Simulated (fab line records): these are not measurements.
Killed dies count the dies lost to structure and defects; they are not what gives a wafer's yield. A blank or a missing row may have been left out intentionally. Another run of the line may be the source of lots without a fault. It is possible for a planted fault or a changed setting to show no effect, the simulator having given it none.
Split-lot experiment / flow n5-finfet / 21 wafers read across 7 lots, on a route 1938 steps long

== SPLIT DETAILS ==
At N5_BEOL_M2_TRENCH_ETCH_37 (etches SiOC in C4F6/O2, target depth 55.555 nm, time 29.2 s), the setting bias-w was moved away from the recipe's 185 W on 7 of the 21 wafers read, by -8.1% to +17.6%. The other wafers ran this setting at the recipe's value.

The reading is taken at the split's own step.

== THE READING ==
rf-vpp-V, in V, at N5_BEOL_M2_TRENCH_ETCH_37 (etches SiOC in C4F6/O2, target depth 55.555 nm, time 29.2 s). Typical for fault-free wafers on this fab line: 667 V, with standard deviation 10 V.

wafer=L075.1; tool, chamber at the split=rie-diel-06, 0; bias-w as run, W=171.1; against the recipe=-7.5%; rf-vpp-V, V=662; against lot-mates on the recipe=-44
wafer=L075.2; tool, chamber at the split=rie-diel-06, 1; bias-w as run, W=171.1; against the recipe=-7.5%; rf-vpp-V, V=616; against lot-mates on the recipe=-90
wafer=L075.5; tool, chamber at the split=rie-diel-06, 0; bias-w as run, W=185; against the recipe=recipe; rf-vpp-V, V=706; against lot-mates on the recipe=-
wafer=L078.1; tool, chamber at the split=rie-diel-05, 1; bias-w as run, W=185; against the recipe=recipe; rf-vpp-V, V=670; against lot-mates on the recipe=-
wafer=L078.2; tool, chamber at the split=rie-diel-05, 3; bias-w as run, W=185; against the recipe=recipe; rf-vpp-V, V=665; against lot-mates on the recipe=-
wafer=L078.5; tool, chamber at the split=rie-diel-05, 1; bias-w as run, W=185; against the recipe=recipe; rf-vpp-V, V=670; against lot-mates on the recipe=-
wafer=L079.2; tool, chamber at the split=rie-diel-06, 2; bias-w as run, W=185; against the recipe=recipe; rf-vpp-V, V=664; against lot-mates on the recipe=-
wafer=L079.3; tool, chamber at the split=rie-diel-06, 3; bias-w as run, W=185; against the recipe=recipe; rf-vpp-V, V=672; against lot-mates on the recipe=-
wafer=L079.4; tool, chamber at the split=rie-diel-06, 1; bias-w as run, W=217.6; against the recipe=+17.6%; rf-vpp-V, V=745; against lot-mates on the recipe=+77
wafer=L085.1; tool, chamber at the split=rie-diel-05, 0; bias-w as run, W=211; against the recipe=+14.1%; rf-vpp-V, V=732; against lot-mates on the recipe=+56
wafer=L085.5; tool, chamber at the split=rie-diel-05, 3; bias-w as run, W=211; against the recipe=+14.1%; rf-vpp-V, V=738; against lot-mates on the recipe=+62
wafer=L085.6; tool, chamber at the split=rie-diel-05, 2; bias-w as run, W=185; against the recipe=recipe; rf-vpp-V, V=676; against lot-mates on the recipe=-
wafer=L090.2; tool, chamber at the split=rie-diel-04, 3; bias-w as run, W=170; against the recipe=-8.1%; rf-vpp-V, V=624; against lot-mates on the recipe=-38
wafer=L090.5; tool, chamber at the split=rie-diel-04, 0; bias-w as run, W=185; against the recipe=recipe; rf-vpp-V, V=663; against lot-mates on the recipe=-
wafer=L090.6; tool, chamber at the split=rie-diel-04, 2; bias-w as run, W=185; against the recipe=recipe; rf-vpp-V, V=662; against lot-mates on the recipe=-
wafer=L096.1; tool, chamber at the split=rie-diel-05, 1; bias-w as run, W=185; against the recipe=recipe; rf-vpp-V, V=671; against lot-mates on the recipe=-
wafer=L096.4; tool, chamber at the split=rie-diel-05, 0; bias-w as run, W=185; against the recipe=recipe; rf-vpp-V, V=660; against lot-mates on the recipe=-
wafer=L096.6; tool, chamber at the split=rie-diel-05, 2; bias-w as run, W=185; against the recipe=recipe; rf-vpp-V, V=678; against lot-mates on the recipe=-
wafer=L097.1; tool, chamber at the split=rie-diel-05, 3; bias-w as run, W=211.7; against the recipe=+14.4%; rf-vpp-V, V=740; against lot-mates on the recipe=+68
wafer=L097.2; tool, chamber at the split=rie-diel-05, 1; bias-w as run, W=185; against the recipe=recipe; rf-vpp-V, V=669; against lot-mates on the recipe=-
wafer=L097.4; tool, chamber at the split=rie-diel-05, 2; bias-w as run, W=185; against the recipe=recipe; rf-vpp-V, V=676; against lot-mates on the recipe=-

FIT RESULTS
A straight line over all 21 wafers: rf-vpp-V changes by +4.54 V for each +1% of bias-w; r = +0.94; the points scatter about the line by 12 V.
The same after taking each lot's own level away (the mean of its wafers on the recipe; 21 wafers): +5.01 V for each +1%; r = +0.95; scatter 13 V.
According to that fit, moving bias-w by its largest amount changes the reading by 88 V.
Across the lots, their own levels run from 662.5 to 706.0 V, a range of 4.3 times the standard deviation given above.
The two slopes are in agreement: the lot-to-lot level therefore moves the slope only a little.
Check: for one of the wafers moved furthest among these (+17.6%), held out of the fit, the line's prediction against its lot-mates is +86.6 V. Against them it came out at +77 V.
Tool readings at the split's step, against how far the setting was moved: rf-vpp-V r = +0.94.

== THESE WAFERS: OTHER SPLITS ==
Other splits were also applied to these wafers ahead of the reading. Each is held against what the fit with the lots' levels taken away leaves over:
other split on the same wafers=N5_BEOL_M0_SAQP_SPACER1_ALD_98 ald-cycles; wafers away from the commonest value=9; r with rf-vpp-V (lot level and that fit taken away)=-0.37
other split on the same wafers=N5_BEOL_M0_SPUTTER_116 time-s; wafers away from the commonest value=8; r with rf-vpp-V (lot level and that fit taken away)=-0.09
other split on the same wafers=N5_BEOL_M1_COAT_05 spin-rpm; wafers away from the commonest value=5; r with rf-vpp-V (lot level and that fit taken away)=+0.08
other split on the same wafers=N5_BEOL_M1_ETCH_64 time-s; wafers away from the commonest value=6; r with rf-vpp-V (lot level and that fit taken away)=+0.18
other split on the same wafers=N5_BEOL_M2_ILD_DEP_00 time-s; wafers away from the commonest value=8; r with rf-vpp-V (lot level and that fit taken away)=+0.21
other split on the same wafers=N5_BEOL_M2_COAT_62 spin-rpm; wafers away from the commonest value=8; r with rf-vpp-V (lot level and that fit taken away)=-0.42
other split on the same wafers=N5_BEOL_M2_ETCH_69 bias-w; wafers away from the commonest value=6; r with rf-vpp-V (lot level and that fit taken away)=-0.04

== THE FILE'S OWN FIT ==
rf-vpp-V changes by +4.71 V for each +1% of bias-w, r = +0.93.
